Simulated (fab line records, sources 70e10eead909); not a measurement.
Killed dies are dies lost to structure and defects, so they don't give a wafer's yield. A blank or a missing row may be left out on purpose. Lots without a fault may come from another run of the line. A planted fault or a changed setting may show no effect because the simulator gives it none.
Chamber matching | flow nand_harc | NHARC_A_STAIRCASE_ETCHBACK_422 on rie_diel-08: 4 sister chambers
The step etches the open film in CH3F/O2, target depth 40 nm, time 74.286 s. 4 wafers are shown with their chamber, then 8 later ones without.

WAFERS WITH THEIR CHAMBER
wafer  | chamber | drypump_motor_current_A (A)
L082.5 | 3       | 5.9
L083.5 | 0       | 4.8
L087.5 | 2       | 6.3
L090.1 | 1       | 5.7

WAFERS WITHOUT THEIR CHAMBER
wafer  | drypump_motor_current_A (A)
L090.2 | 6.3
L090.5 | 5.8
L091.2 | 5.8
L091.4 | 5.7
L091.5 | 4.9
L092.1 | 5.7
L092.3 | 6.3
L092.5 | 5.8

WHICH CHAMBER EACH WENT THROUGH
wafer  | from the rows above     | in truth
L090.2 | 2                       | 2
L090.5 | can't be placed: 1 or 3 | 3
L091.2 | can't be placed: 1 or 3 | 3
L091.4 | 1                       | 1
L091.5 | 0                       | 0
L092.1 | 1                       | 1
L092.3 | 2                       | 2
L092.5 | can't be placed: 1 or 3 | 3
Placed correctly: 5 of 8. Can't be placed from these rows: 3 (the true chamber is among the candidates in 3). Placed wrongly: 0.
How it was worked out, from the rows above alone: a wafer's distance from a chamber is the root of the sum, over the readings, of the square of ((its reading less the chamber's mean) divided by the reading's scatter). The wafer belongs to the nearest chamber; if the next one is less than 2 further off, it can't be placed. A chamber's mean is the mean of its shown wafers. The scatter: with one shown wafer a chamber, the root of the mean of the squares of how far each hidden wafer lies from its nearest shown one.
